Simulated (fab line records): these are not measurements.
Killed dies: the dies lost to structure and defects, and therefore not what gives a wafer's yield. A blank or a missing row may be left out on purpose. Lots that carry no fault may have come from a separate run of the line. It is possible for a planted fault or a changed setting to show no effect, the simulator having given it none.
Split-lot trial | flow n5Finfet | on a route of 1938 steps: 7 lots, 37 wafers read

ON THE SPLIT
At N5_BEOL_M14_TRENCH_ETCH_34 (etches SiO2 in C4F8/O2/Ar, target depth 556.65 nm, time 126.9 s), the setting timeS was moved away from the recipe's 126.9 s on 16 of the 37 wafers read, by -51.9% to +35.1%. For the rest of the wafers, this setting stayed at what the recipe calls for.

FROM THE SPLIT TO THE READING: what the file shows between them, 10 steps
- N5_BEOL_M14_STRIP_70: strips in C4F8/O2/Ar
- N5_BEOL_M14_OCD_MEAS_35
- N5_BEOL_M14_STRIP_37: strips in O2
- N5_BEOL_M14_ETCH_38: etches SiCN in CF4/N2, target depth 106.5 nm, time 120.6 s
- N5_BEOL_M14_ECD_47: material Cu, target thk 1248 nm
- N5_BEOL_M14_ANNEAL_48: time 90 s
- N5_BEOL_M14_CMP_49: polishes, stops on SiO2, t overpolish 5.2 s, target thk 560 nm
- N5_BEOL_M14_THK_MEAS_50: measures by xrf
- N5_BEOL_M14_PRE_CLEAN_52: time 15 s
- N5_BEOL_M14_DEP_53: deposits SiCN from 3MS/NH3, target thk 50 nm, time 17.8 s

THE READING
At N5_BEOL_M14_RS_MEAS_54, a four-point-probe measurement gives M14_RS in ohm/sq. Typical for fault-free wafers on this fab line: 0.0331 ohm/sq, with standard deviation 0.0008 ohm/sq.

wafer  | tool, chamber at the split | timeS as run, s | against the recipe | M14_RS, ohm/sq | against lot-mates on the recipe
L075.1 | rieDiel-04, 1              | 126.9           | recipe             | 0.0328         | -
L075.3 | rieDiel-04, 2              | 126.9           | recipe             | 0.0331         | -
L075.4 | rieDiel-04, 1              | 126.9           | recipe             | 0.0331         | -
L077.1 | rieDiel-03, 2              | 126.9           | recipe             | 0.0334         | -
L077.2 | rieDiel-03, 1              | 126.9           | recipe             | 0.0326         | -
L077.3 | rieDiel-03, 0              | 79.59           | -37.3%             | 0.0546         | +0.0218
L077.4 | rieDiel-03, 3              | 79.59           | -37.3%             | 0.0516         | +0.0188
L077.5 | rieDiel-03, 1              | 126.9           | recipe             | 0.0323         | -
L077.6 | rieDiel-03, 0              | 79.59           | -37.3%             | 0.0552         | +0.0224
L078.1 | rieDiel-01, 3              | 126.9           | recipe             | 0.0335         | -
L078.2 | rieDiel-01, 1              | 67.69           | -46.7%             | 0.0620         | +0.0287
L078.3 | rieDiel-01, 2              | 126.9           | recipe             | 0.0337         | -
L078.4 | rieDiel-01, 0              | 67.69           | -46.7%             | 0.0623         | +0.0290
L078.5 | rieDiel-01, 1              | 67.69           | -46.7%             | 0.0623         | +0.0290
L078.6 | rieDiel-01, 0              | 126.9           | recipe             | 0.0328         | -
L079.1 | rieDiel-04, 1              | 126.9           | recipe             | 0.0329         | -
L079.2 | rieDiel-04, 0              | 126.9           | recipe             | 0.0331         | -
L079.3 | rieDiel-04, 3              | 126.9           | recipe             | 0.0345         | -
L079.4 | rieDiel-04, 2              | 70.51           | -44.4%             | 0.0609         | +0.0274
L079.5 | rieDiel-04, 2              | 70.51           | -44.4%             | 0.0600         | +0.0265
L079.6 | rieDiel-04, 1              | 70.51           | -44.4%             | 0.0600         | +0.0265
L082.1 | rieDiel-03, 0              | 126.9           | recipe             | 0.0333         | -
L082.2 | rieDiel-03, 3              | 126.9           | recipe             | 0.0318         | -
L082.5 | rieDiel-03, 3              | 126.9           | recipe             | 0.0317         | -
L082.6 | rieDiel-03, 0              | 73.96           | -41.7%             | 0.0588         | +0.0265
L081.1 | rieDiel-01, 2              | 61.01           | -51.9%             | 0.0708         | +0.0379
L081.2 | rieDiel-01, 1              | 126.9           | recipe             | 0.0324         | -
L081.3 | rieDiel-01, 3              | 126.9           | recipe             | 0.0332         | -
L081.4 | rieDiel-01, 1              | 61.01           | -51.9%             | 0.0684         | +0.0355
L081.5 | rieDiel-01, 3              | 61.01           | -51.9%             | 0.0712         | +0.0383
L081.6 | rieDiel-01, 2              | 126.9           | recipe             | 0.0332         | -
L084.1 | rieDiel-04, 1              | 126.9           | recipe             | 0.0330         | -
L084.2 | rieDiel-04, 0              | 126.9           | recipe             | 0.0330         | -
L084.3 | rieDiel-04, 3              | 171.5           | +35.1%             | 0.0256         | -0.0075
L084.4 | rieDiel-04, 2              | 171.5           | +35.1%             | 0.0245         | -0.0086
L084.5 | rieDiel-04, 1              | 171.5           | +35.1%             | 0.0243         | -0.0088
L084.6 | rieDiel-04, 2              | 126.9           | recipe             | 0.0332         | -

FIT RESULTS
A straight line over all 37 wafers: M14_RS changes by -0.000556 ohm/sq for each +1% of timeS; r = -0.97; the points scatter about the line by 0.0038 ohm/sq.
The same after taking each lot's own level away (the mean of its wafers on the recipe; 37 wafers): -0.000554 ohm/sq for each +1%; r = -0.97; scatter 0.0038 ohm/sq.
According to that fit, moving timeS by its largest amount changes the reading by 0.029 ohm/sq.
Across the lots, their own levels run from 0.03227 to 0.03350 ohm/sq, a range of 1.5 times the standard deviation given above.
So the lot-to-lot level changes the slope little: the two slopes agree.
Check: +0.0302 ohm/sq against its lot-mates is what the line predicts for one of the wafers moved furthest among these (-51.9%) when that wafer is left out of the fit. It came out at +0.0379 ohm/sq against them.

OTHER SPLITS APPLIED TO THESE WAFERS
Note: prior to the reading, these wafers also went through further splits. Each is held against what the fit with the lots' levels taken away leaves over:
other split on the same wafers | wafers away from the commonest value | r with M14_RS (lot level and that fit taken away)
N5_BEOL_M8_ETCH_62 timeS       | 7                                    | +0.08
N5_BEOL_M8_CVD_78 targetThkA   | 14                                   | +0.06
N5_BEOL_M11_CVD_75 targetThkA  | 17                                   | -0.16

THE WHOLE CHAIN: every reading that the file lists as answering this split, in the file's order
step                       | what it does                                                    | reading                                                                      | change (the file's fit)               | r (the file's)
N5_BEOL_M14_TRENCH_ETCH_34 | etches SiO2 in C4F8/O2/Ar, target depth 556.65 nm, time 126.9 s | etch.depthNm (the simulator's own value, which no gauge read)                | +5.55 nm for each +1% of the setting  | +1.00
N5_BEOL_M14_OCD_MEAS_35    |                                                                 | trenchDepthNm                                                                | +5.54 nm for each +1% of the setting  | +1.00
N5_BEOL_M14_CMP_49         | polishes, stops on SiO2, t overpolish 5.2 s, target thk 560 nm  | Cu_of_BEOL_M14_ECD_47.thkNm (the simulator's own value, which no gauge read) | +5.56 nm for each +1% of the setting  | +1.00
N5_BEOL_M14_THK_MEAS_50    | measures by xrf                                                 | M14_THK                                                                      | +5.75 for each +1% of the setting     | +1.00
N5_BEOL_M14_RS_MEAS_54     | measures by four-point-probe                                    | M14_RS                                                                       | -0.000589 for each +1% of the setting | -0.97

THE FILE'S OWN FIT
M14_RS changes by -0.000589 ohm/sq for each +1% of timeS, r = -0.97.
